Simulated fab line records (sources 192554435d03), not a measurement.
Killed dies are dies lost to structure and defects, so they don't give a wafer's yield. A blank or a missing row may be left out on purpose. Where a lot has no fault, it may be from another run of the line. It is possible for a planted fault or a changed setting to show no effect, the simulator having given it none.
fab line records	flow n5_finfet
[record] lots = 24	wafers = 72	last_day = 18
route steps=1938 shown BEOL_M5@1178 BEOL_M6@1214
lots with no fault: from the same line, run without faults
start_h: the number of hours between the record's first day and the start of the first shown wafer of the lot	wait_h: time in hours since the lot's previous step	" unchanged from the row above	L1.1+2: several wafers, shown together as one row	- either no value or no given start	* or withheld: withheld	< > ~ a bound
route shown NAME@n: a module of which the file shows steps, and the number in the route of the first	usual: mean/standard deviation of fault-free wafers	same: alike in all rows	chamber/n: place in a boat	sites: readings site by site	_std_site: the standard deviation of these	_edge_site: inner sites' mean taken away from outer sites' mean	radius_mm: how far each site lies from the wafer's centre	mask NAME#n: copy n	behind: the tool/chamber that last shaped the wafer	hold: cause of the lot's hold/its duration in hours/its outcome	device: names the non-switching transistor (n, p or np)	end of line: the same wafers' tests at the end of the route	a step without rows: its recipe alone	killed: dies that structure and defects cost at the first sort, which is not the same as the wafer's yield	map: a wafer's dies, x killed, . not, _ none there
set.NAME: the setting that was run; set.NAME@STEP: the one run at that earlier step	model.NAME: the simulator's own value behind a step, which no gauge read
steps of the route over a sample of lots; a table a step, a row a wafer
services: the hour from which a tool's chamber was out of use, counted from the record's first day as start_h (under 0 if before that day), plus the number of hours and why
[[steps]]
[step N5_BEOL_M5_ANNEAL_82]
[recipe] temp_c = 400	time_s = 1800	ambient = vacuum
[usual] heater_power_w = 826/97
lot.wafer	tool	chamber	start_h	wait_h	heater_power_w
L074.1	pvd_sputter-02	-	170.77	0.0	893
L074.2	"	-	"	"	789
L074.5	"	-	"	"	814
L075.3	pvd_sputter-03	-	175.53	0.0	819
L075.4	"	-	"	"	1039
L075.5	"	-	"	"	818
L076.1	pvd_sputter-01	-	177.08	0.0	806
L076.2	"	-	"	"	797
L076.3	"	-	"	"	952
L077.3	pvd_sputter-03	-	185.01	0.0	818
L077.4	"	-	"	"	613
L077.5	"	-	"	"	823
L079.2	pvd_sputter-02	-	197.73	0.0	889
L079.3	"	-	"	"	785
L079.4	"	-	"	"	822
L078.1	pvd_sputter-02	-	202.16	0.0	815
L078.3	"	-	"	"	876
L078.4	"	-	"	"	908
L080.2	pvd_sputter-01	-	210.61	0.0	738
L080.3	"	-	"	"	781
L080.4	"	-	"	"	955
L081.1	pvd_sputter-01	-	222.06	0.0	818
L081.3	"	-	"	"	792
L081.6	"	-	"	"	738
L082.1	pvd_sputter-01	-	230.36	0.0	780
L082.3	"	-	"	"	794
L082.4	"	-	"	"	945
L083.2	pvd_sputter-02	-	233.43	0.0	819
L083.3	"	-	"	"	866
L083.6	"	-	"	"	810
L084.3	pvd_sputter-01	-	239.33	0.0	939
L084.5	"	-	"	"	748
L084.6	"	-	"	"	933
L085.1	pvd_sputter-03	-	242.05	0.0	1031
L085.2	"	-	"	"	817
L085.6	"	-	"	"	617
L086.3	pvd_sputter-01	-	257.26	0.0	794
L086.4	"	-	"	"	950
L086.5	"	-	"	"	724
L087.3	pvd_sputter-03	-	264.53	0.0	635
L087.4	"	-	"	"	1003
L087.5	"	-	"	"	809
L088.1	pvd_sputter-01	-	264.73	0.0	793
L088.2	"	-	"	"	787
L088.5	"	-	"	"	782
L090.4	pvd_sputter-01	-	278.74	0.0	736
L090.5	"	-	"	"	934
L090.6	"	-	"	"	805
L089.2	pvd_sputter-03	-	281.68	0.0	820
L089.5	"	-	"	"	1030
L089.6	"	-	"	"	613
L091.1	pvd_sputter-02	-	289.78	0.0	874
L091.3	"	-	"	"	831
L091.6	"	-	"	"	816
L092.1	pvd_sputter-03	-	295.23	0.0	1027
L092.2	"	-	"	"	804
L092.5	"	-	"	"	846
L094.2	pvd_sputter-02	-	296.69	0.0	876
L094.3	"	-	"	"	839
L094.4	"	-	"	"	803
L095.4	pvd_sputter-01	-	296.70	0.0	809
L095.5	"	-	"	"	795
L095.6	"	-	"	"	970
L093.1	pvd_sputter-01	-	302.02	0.0	719
L093.4	"	-	"	"	939
L093.5	"	-	"	"	797
L096.1	pvd_sputter-03	-	325.68	0.0	1019
L096.3	"	-	"	"	820
L096.5	"	-	"	"	630
L097.2	pvd_sputter-02	-	331.32	0.0	812
L097.4	"	-	"	"	849
L097.5	"	-	"	"	784
[step N5_BEOL_M5_ANNEAL_84]
[recipe] temp_c = 400	time_s = 1800	ambient = vacuum
[usual] heater_power_w = 826/96
lot.wafer	tool	chamber	start_h	wait_h	heater_power_w
L074.1	pvd_sputter-02	-	171.86	0.0	906
L074.2	"	-	"	"	801
L074.5	"	-	"	"	810
L075.3	pvd_sputter-03	-	176.62	0.0	801
L075.4	"	-	"	"	1024
L075.5	"	-	"	"	817
L076.1	pvd_sputter-01	-	178.17	0.0	814
L076.2	"	-	"	"	784
L076.3	"	-	"	"	989
L077.3	pvd_sputter-03	-	186.10	0.0	799
L077.4	"	-	"	"	619
L077.5	"	-	"	"	819
L079.2	pvd_sputter-02	-	198.82	0.0	891
L079.3	"	-	"	"	791
L079.4	"	-	"	"	835
L078.1	pvd_sputter-02	-	203.25	0.0	801
L078.3	"	-	"	"	868
L078.4	"	-	"	"	904
L080.2	pvd_sputter-01	-	211.70	0.0	756
L080.3	"	-	"	"	766
L080.4	"	-	"	"	943
L081.1	pvd_sputter-01	-	223.14	0.0	792
L081.3	"	-	"	"	785
L081.6	"	-	"	"	742
L082.1	pvd_sputter-01	-	231.45	0.0	803
L082.3	"	-	"	"	779
L082.4	"	-	"	"	943
L083.2	pvd_sputter-02	-	234.51	0.0	793
L083.3	"	-	"	"	860
L083.6	"	-	"	"	819
L084.3	pvd_sputter-01	-	240.42	0.0	925
L084.5	"	-	"	"	736
L084.6	"	-	"	"	956
L085.1	pvd_sputter-03	-	243.14	0.0	994
L085.2	"	-	"	"	801
L085.6	"	-	"	"	608
L086.3	pvd_sputter-01	-	258.34	0.0	813
L086.4	"	-	"	"	967
L086.5	"	-	"	"	742
L087.3	pvd_sputter-03	-	265.62	0.0	633
L087.4	"	-	"	"	1018
L087.5	"	-	"	"	821
L088.1	pvd_sputter-01	-	265.82	0.0	807
L088.2	"	-	"	"	789
L088.5	"	-	"	"	766
L090.4	pvd_sputter-01	-	279.82	0.0	724
L090.5	"	-	"	"	939
L090.6	"	-	"	"	783
L089.2	pvd_sputter-03	-	282.77	0.0	823
L089.5	"	-	"	"	1002
L089.6	"	-	"	"	627
L091.1	pvd_sputter-02	-	290.87	0.0	880
L091.3	"	-	"	"	847
L091.6	"	-	"	"	823
L092.1	pvd_sputter-03	-	296.32	0.0	1029
L092.2	"	-	"	"	816
L092.5	"	-	"	"	830
L094.2	pvd_sputter-02	-	297.78	0.0	866
L094.3	"	-	"	"	868
L094.4	"	-	"	"	830
L095.4	pvd_sputter-01	-	297.78	0.0	780
L095.5	"	-	"	"	784
L095.6	"	-	"	"	937
L093.1	pvd_sputter-01	-	303.11	0.0	745
L093.4	"	-	"	"	952
L093.5	"	-	"	"	798
L096.1	pvd_sputter-03	-	326.77	0.0	1037
L096.3	"	-	"	"	825
L096.5	"	-	"	"	620
L097.2	pvd_sputter-02	-	332.40	0.0	805
L097.4	"	-	"	"	859
L097.5	"	-	"	"	796
[step N5_BEOL_M5_PRE_CLEAN_77]
[recipe] gas = NH3/H2	time_s = 15	temp_c = *	rf_power_w = 300
[usual] heater_power_w = 96/27
lot.wafer	tool	chamber	start_h	wait_h	heater_power_w
L074.1	cvd_co-02	1	174.79	0.0	81
L074.2	"	2	"	"	71
L074.5	"	1	"	"	81
L075.3	cvd_co-02	0	180.21	0.3	109
L075.4	"	2	"	"	70
L075.5	"	0	"	"	110
L076.1	cvd_co-02	2	181.10	0.0	73
L076.2	"	0	"	"	110
L076.3	"	1	"	"	82
L077.3	cvd_co-01	2	189.04	0.0	143
L077.4	"	0	"	"	94
L077.5	"	2	"	"	147
L079.2	cvd_co-02	1	201.75	0.0	82
L079.3	"	2	"	"	71
L079.4	"	0	"	"	110
L078.1	cvd_co-02	1	206.17	0.0	82
L078.3	"	2	"	"	70
L078.4	"	0	"	"	112
L080.2	cvd_co-02	1	214.82	0.0	83
L080.3	"	2	"	"	72
L080.4	"	0	"	"	110
L081.1	cvd_co-02	2	226.07	0.0	71
L081.3	"	0	"	"	112
L081.6	"	0	"	"	113
L082.1	cvd_co-02	1	234.38	0.0	82
L082.3	"	2	"	"	74
L082.4	"	0	"	"	108
L083.2	cvd_co-01	0	237.45	0.0	92
L083.3	"	0	"	"	92
L083.6	"	0	"	"	93
L084.3	cvd_co-01	0	243.41	0.1	91
L084.5	"	0	"	"	91
L084.6	"	2	"	"	144
L085.1	cvd_co-01	0	246.25	0.0	94
L085.2	"	2	"	"	143
L085.6	"	2	"	"	145
L086.3	cvd_co-01	1	261.55	0.0	63
L086.4	"	1	"	"	63
L086.5	"	0	"	"	94
L087.3	cvd_co-01	1	268.54	0.0	62
L087.4	"	0	"	"	93
L087.5	"	1	"	"	62
L088.1	cvd_co-02	1	268.74	0.0	82
L088.2	"	2	"	"	72
L088.5	"	0	"	"	110
L090.4	cvd_co-02	0	282.79	0.1	108
L090.5	"	2	"	"	72
L090.6	"	1	"	"	83
L089.2	cvd_co-01	2	286.14	0.5	145
L089.5	"	2	"	"	149
L089.6	"	1	"	"	64
L091.1	cvd_co-01	1	293.80	0.0	63
L091.3	"	0	"	"	93
L091.6	"	0	"	"	93
L092.1	cvd_co-01	0	299.24	0.0	95
L092.2	"	2	"	"	141
L092.5	"	0	"	"	92
L094.2	cvd_co-02	0	300.79	0.1	113
L094.3	"	2	"	"	70
L094.4	"	0	"	"	111
L095.4	cvd_co-01	2	300.99	0.1	148
L095.5	"	0	"	"	92
L095.6	"	1	"	"	61
L093.1	cvd_co-02	0	308.24	0.0	114
L093.4	"	0	"	"	110
L093.5	"	1	"	"	83
L096.1	cvd_co-01	0	329.79	0.1	91
L096.3	"	1	"	"	64
L096.5	"	1	"	"	63
L097.2	cvd_co-02	2	335.33	0.0	71
L097.4	"	2	"	"	74
L097.5	"	2	"	"	75
[step N5_BEOL_M6_STRIP_67]
[recipe] chemistry = CF4	resist = SiARC	power_w = 300	bias_power_w = 75	pressure_mtorr = 50	cf4_flow_sccm = 150	rf_frequency_hz = 6e+07
[usual] drypump_motor_current_A = 5.6/0.44	oes_product_au = 0.82/0.073	rf_vpp_V = 271.3/1.4	showerhead_plenum_p_Torr = 1.80/0.044	throttle_valve_pct = 13.37/0.24
lot.wafer	tool	chamber	start_h	wait_h	drypump_motor_current_A	oes_product_au	rf_hours_counter_h	rf_vpp_V	showerhead_plenum_p_Torr	throttle_valve_pct
L074.1	rie_diel-02	3	180.71	0.0	6.1	0.71	197	271.4	1.76	13.70
L074.2	"	1	"	"	5.4	0.81	78	270.4	1.74	13.12
L074.5	"	1	"	"	5.4	0.81	-	270.7	1.74	13.15
L075.3	rie_diel-02	1	182.78	0.0	5.4	0.81	79	269.2	1.74	13.11
L075.4	"	3	"	"	6.1	0.71	198	271.5	1.76	13.70
L075.5	"	2	"	"	6.2	0.88	-	270.5	1.78	13.12
L076.1	rie_diel-04	2	183.62	0.0	4.9	0.84	55	272.9	1.80	13.09
L076.2	"	1	"	"	5.1	0.90	21	273.5	1.91	13.33
L076.3	"	0	"	"	5.9	0.96	1	271.7	1.79	13.52
L077.3	rie_diel-02	1	192.71	0.0	5.4	0.81	81	271.5	1.74	13.15
L077.4	"	0	"	"	6.2	0.90	21	269.5	1.77	13.68
L077.5	"	2	"	"	6.2	0.88	-	270.8	1.77	13.14
L079.2	rie_diel-04	3	206.52	0.0	5.6	0.99	1	273.8	1.83	13.31
L079.3	"	1	"	"	5.2	0.89	30	271.8	1.91	13.34
L079.4	"	3	"	"	5.6	0.98	-	272.5	1.83	13.29
L078.1	rie_diel-04	0	208.18	0.0	5.9	0.93	8	270.7	1.79	13.54
L078.3	"	1	"	"	5.2	0.89	31	273.5	1.91	13.36
L078.4	"	2	"	"	4.9	0.82	65	272.3	1.80	13.15
L080.2	rie_diel-01	0	219.16	0.0	5.6	0.73	191	273.4	1.86	13.65
L080.3	"	2	"	"	5.6	0.86	41	271.2	1.82	13.37
L080.4	"	3	"	"	4.8	0.77	109	272.1	1.79	13.14
L081.1	rie_diel-01	3	228.06	0.0	4.8	0.77	113	271.7	1.79	13.13
L081.3	"	1	"	"	5.5	0.88	27	272.3	1.82	13.03
L081.6	"	2	"	"	5.5	0.86	-	270.6	1.82	13.37
L082.1	rie_diel-01	0	237.46	0.0	5.6	0.71	197	272.4	1.86	13.65
L082.3	"	3	"	"	4.8	0.76	116	271.5	1.79	13.14
L082.4	"	2	"	"	5.5	0.85	47	270.9	1.82	13.37
L083.2	rie_diel-04	0	241.85	0.0	5.8	0.89	19	271.9	1.79	13.59
L083.3	"	1	"	"	5.2	0.87	42	273.5	1.90	13.39
L083.6	"	0	"	"	5.8	0.88	-	271.5	1.79	13.57
L084.3	rie_diel-02	2	246.95	0.0	6.2	0.86	43	270.3	1.77	13.15
L084.5	"	0	"	"	6.2	0.87	-	269.8	1.76	13.70
L084.6	"	1	"	"	5.4	0.79	-	269.4	1.73	13.18
L085.1	rie_diel-04	3	248.53	0.0	5.6	0.94	15	272.2	1.83	13.33
L085.2	"	1	"	"	5.2	0.86	45	272.1	1.90	13.37
L085.6	"	2	"	"	5.0	0.81	-	273.4	1.80	13.17
L086.3	rie_diel-02	3	265.37	0.0	6.1	0.70	225	269.7	1.75	13.78
L086.4	"	0	"	"	6.2	0.86	45	270.3	1.76	13.72
L086.5	"	0	"	"	6.2	0.86	-	270.8	1.76	13.71
L087.3	rie_diel-01	1	271.41	0.0	5.6	0.86	44	270.5	1.82	13.07
L087.4	"	2	"	"	5.6	0.84	61	273.0	1.81	13.41
L087.5	"	2	"	"	5.6	0.83	-	271.8	1.81	13.41
L088.1	rie_diel-01	1	272.02	0.0	5.5	0.85	44	273.9	1.82	13.09
L088.2	"	2	"	"	5.6	0.83	61	271.7	1.81	13.42
L088.5	"	1	"	"	5.5	0.85	-	272.0	1.82	13.07
L090.4	rie_diel-01	0	285.37	0.0	5.6	0.71	216	271.1	1.85	13.69
L090.5	"	2	"	"	5.6	0.83	-	271.6	1.81	13.42
L090.6	"	3	"	"	4.8	0.75	-	271.3	1.78	13.20
L089.2	rie_diel-01	2	289.00	0.0	5.6	0.83	68	272.4	1.81	13.44
L089.5	"	2	"	"	5.6	0.83	-	272.7	1.81	13.45
L089.6	"	3	"	"	4.8	0.75	-	271.5	1.78	13.21
L091.1	rie_diel-02	2	299.66	0.0	6.2	0.83	63	270.6	1.77	13.19
L091.3	"	0	"	"	6.2	0.85	58	269.6	1.76	13.74
L091.6	"	1	"	"	5.4	0.77	-	269.6	1.73	13.23
L092.1	rie_diel-01	0	301.58	0.0	5.6	0.70	222	272.6	1.85	13.70
L092.2	"	3	"	"	4.8	0.74	140	271.0	1.78	13.20
L092.5	"	2	"	"	5.6	0.82	-	269.8	1.81	13.43
L094.2	rie_diel-01	3	304.29	0.0	4.8	0.74	141	270.5	1.78	13.21
L094.3	"	0	"	"	5.7	0.69	223	273.1	1.85	13.69
L094.4	"	2	"	"	5.6	0.82	73	271.9	1.81	13.44
L095.4	rie_diel-02	2	304.32	0.0	6.2	0.82	65	269.0	1.77	13.21
L095.5	"	1	"	"	5.4	0.77	-	269.0	1.73	13.23
L095.6	"	0	"	"	6.2	0.84	-	269.8	1.75	13.74
L093.1	rie_diel-01	3	310.32	0.0	4.8	0.74	143	269.0	1.78	13.22
L093.4	"	2	"	"	5.6	0.82	75	273.5	1.81	13.45
L093.5	"	0	"	"	5.6	0.69	-	271.4	1.85	13.70
L096.1	rie_diel-02	3	332.68	0.0	6.1	0.68	250	269.3	1.74	13.84
L096.3	"	2	"	"	6.2	0.82	74	269.9	1.76	13.24
L096.5	"	2	"	"	6.1	0.82	-	269.2	1.76	13.25
L097.2	rie_diel-04	2	340.96	0.0	4.9	0.79	108	271.8	1.79	13.23
L097.4	"	2	"	"	4.9	0.78	-	269.7	1.79	13.21
L097.5	"	3	"	"	5.6	0.89	-	271.9	1.82	13.36
[step N5_BEOL_M6_CD_MEAS_28]
[recipe] target_cd_nm = 40	landing_energy_ev = 500	detector = se_inlens
[usual] cd_nm = 40.08/0.23
lot.wafer	tool	chamber	start_h	wait_h	cd_nm
L074.1	cd_sem-02	0	181.24	-	39.69
L074.2	"	0	"	"	39.76
L074.5	"	0	"	"	39.71
L075.3	cd_sem-01	0	184.09	-	39.88
L075.4	"	0	"	"	40.21
L075.5	"	0	"	"	39.86
L076.1	cd_sem-01	0	184.20	-	40.14
L076.2	"	0	"	"	39.88
L076.3	"	0	"	"	40.61
L077.3	cd_sem-02	0	195.70	-	39.81
L077.4	"	0	"	"	40.23
L077.5	"	0	"	"	39.73
L079.2	cd_sem-03	0	207.60	-	40.13
L079.3	"	0	"	"	39.94
L079.4	"	0	"	"	40.31
L078.1	cd_sem-03	0	209.04	-	40.36
L078.3	"	0	"	"	40.35
L078.4	"	0	"	"	40.43
L080.2	cd_sem-02	0	220.18	-	39.83
L080.3	"	0	"	"	39.64
L080.4	"	0	"	"	39.85
L081.1	cd_sem-02	0	229.18	-	40.16
L081.3	"	0	"	"	40.22
L081.6	"	0	"	"	40.21
L082.1	cd_sem-03	0	241.04	-	40.33
L082.3	"	0	"	"	40.73
L082.4	"	0	"	"	40.15
L083.2	cd_sem-01	0	242.57	-	39.94
L083.3	"	0	"	"	40.06
L083.6	"	0	"	"	40.12
L084.3	cd_sem-03	0	247.62	-	40.01
L084.5	"	0	"	"	39.89
L084.6	"	0	"	"	39.96
L085.1	cd_sem-03	0	249.37	-	39.95
L085.2	"	0	"	"	40.15
L085.6	"	0	"	"	40.28
L086.3	cd_sem-03	0	267.13	-	40.13
L086.4	"	0	"	"	39.73
L086.5	"	0	"	"	39.64
L087.3	cd_sem-02	0	272.39	-	40.22
L087.4	"	0	"	"	40.30
L087.5	"	0	"	"	39.93
L088.1	cd_sem-03	0	272.73	-	40.26
L088.2	"	0	"	"	40.25
L088.5	"	0	"	"	40.14
L090.4	cd_sem-02	0	286.17	-	40.21
L090.5	"	0	"	"	40.38
L090.6	"	0	"	"	40.16
L089.2	cd_sem-03	0	292.75	-	40.21
L089.5	"	0	"	"	39.79
L089.6	"	0	"	"	39.97
L092.1	cd_sem-01	0	302.21	-	40.57
L092.2	"	0	"	"	39.98
L092.5	"	0	"	"	39.99
L091.1	cd_sem-03	0	302.38	-	40.05
L091.3	"	0	"	"	39.83
L091.6	"	0	"	"	40.33
L094.2	cd_sem-03	0	304.82	-	39.76
L094.3	"	0	"	"	40.14
L094.4	"	0	"	"	40.31
L095.4	cd_sem-03	0	305.06	-	40.13
L095.5	"	0	"	"	40.17
L095.6	"	0	"	"	40.29
L093.1	cd_sem-02	0	311.02	-	40.08
L093.4	"	0	"	"	40.04
L093.5	"	0	"	"	40.58
L096.1	cd_sem-01	0	334.00	-	39.83
L096.3	"	0	"	"	39.69
L096.5	"	0	"	"	40.35
L097.2	cd_sem-03	0	345.44	-	40.21
L097.4	"	0	"	"	39.98
L097.5	"	0	"	"	40.02
[step N5_BEOL_M6_INSPECT_30]
[recipe] mode = adi	inspect_instrument = brightfield
[usual] raw_defect_count = 422/86
lot.wafer	tool	chamber	start_h	wait_h	raw_defect_count
L074.1	defect_inspect-02	-	181.32	0.1	473
L074.2	"	-	"	"	477
L074.5	"	-	"	"	576
L075.3	defect_inspect-02	-	184.18	0.0	467
L075.4	"	-	"	"	475
L075.5	"	-	"	"	459
L076.1	defect_inspect-01	-	184.29	0.1	428
L076.2	"	-	"	"	398
L076.3	"	-	"	"	365
L077.3	defect_inspect-02	-	195.79	0.0	485
L077.4	"	-	"	"	319
L077.5	"	-	"	"	423
L079.2	defect_inspect-01	-	207.69	0.0	453
L079.3	"	-	"	"	596
L079.4	"	-	"	"	711
L078.1	defect_inspect-01	-	209.13	0.1	478
L078.3	"	-	"	"	395
L078.4	"	-	"	"	362
L080.2	defect_inspect-01	-	220.27	0.0	590
L080.3	"	-	"	"	562
L080.4	"	-	"	"	550
L081.1	defect_inspect-01	-	229.27	0.1	479
L081.3	"	-	"	"	327
L081.6	"	-	"	"	352
L082.1	defect_inspect-02	-	241.13	0.1	414
L082.3	"	-	"	"	459
L082.4	"	-	"	"	400
L083.2	defect_inspect-02	-	242.66	0.0	350
L083.3	"	-	"	"	395
L083.6	"	-	"	"	483
L084.3	defect_inspect-02	-	247.70	0.0	505
L084.5	"	-	"	"	395
L084.6	"	-	"	"	618
L085.1	defect_inspect-02	-	249.46	0.1	444
L085.2	"	-	"	"	333
L085.6	"	-	"	"	277
L086.3	defect_inspect-02	-	267.22	0.0	419
L086.4	"	-	"	"	382
L086.5	"	-	"	"	421
L087.3	defect_inspect-02	-	272.48	0.0	424
L087.4	"	-	"	"	378
L087.5	"	-	"	"	420
L088.1	defect_inspect-02	-	272.82	0.1	310
L088.2	"	-	"	"	480
L088.5	"	-	"	"	310
L090.4	defect_inspect-02	-	286.26	0.0	359
L090.5	"	-	"	"	215
L090.6	"	-	"	"	265
L089.2	defect_inspect-02	-	292.83	0.0	435
L089.5	"	-	"	"	318
L089.6	"	-	"	"	297
L092.1	defect_inspect-02	-	302.34	0.1	421
L092.2	"	-	"	"	483
L092.5	"	-	"	"	462
L091.1	defect_inspect-02	-	302.74	0.3	500
L091.3	"	-	"	"	404
L091.6	"	-	"	"	341
L094.2	defect_inspect-02	-	304.91	0.0	409
L094.3	"	-	"	"	358
L094.4	"	-	"	"	358
L095.4	defect_inspect-02	-	305.17	0.0	354
L095.5	"	-	"	"	326
L095.6	"	-	"	"	517
L093.1	defect_inspect-02	-	311.20	0.1	452
L093.4	"	-	"	"	445
L093.5	"	-	"	"	345
L096.1	defect_inspect-01	-	334.09	0.1	456
L096.3	"	-	"	"	376
L096.5	"	-	"	"	561
L097.2	defect_inspect-02	-	345.53	0.0	403
L097.4	"	-	"	"	444
L097.5	"	-	"	"	364
[[services]]
tool	chamber	start_h	hours	kind
rie_diel-04	0	165.14	-	clean
rie_diel-04	0	165.14	-	consumable_replace:focus_ring
rie_diel-04	0	165.14	17.2	scheduled_down
cvd_co-01	-	171.25	14.6	pm
rie_diel-04	1	173.76	7.8	repair
pvd_sputter-02	-	174.82	1.6	repair
cvd_co-02	-	185.90	14.6	pm
cvd_co-01	1	194.93	65.5	repair
cvd_co-01	-	211.02	2.8	pm
rie_diel-02	2	220.06	5.1	repair
rie_diel-02	-	236.00	4.0	repair
rie_diel-04	-	260.98	14.6	pm
rie_diel-04	3	277.80	22.7	repair
rie_diel-04	-	278.13	2.0	repair
rie_diel-04	3	321.91	5.7	repair
rie_diel-01	1	325.21	10.6	repair
cvd_co-02	1	333.33	-	clean
cvd_co-02	1	333.33	22.0	scheduled_down
cvd_co-02	1	333.33	22.0	vent_cycle
rie_diel-02	3	333.97	-	clean
rie_diel-02	3	333.97	-	consumable_replace:focus_ring
rie_diel-02	3	333.97	38.0	scheduled_down
rie_diel-02	3	333.97	38.0	vent_cycle
rie_diel-04	1	338.19	8.8	repair
[[key]]
fault none
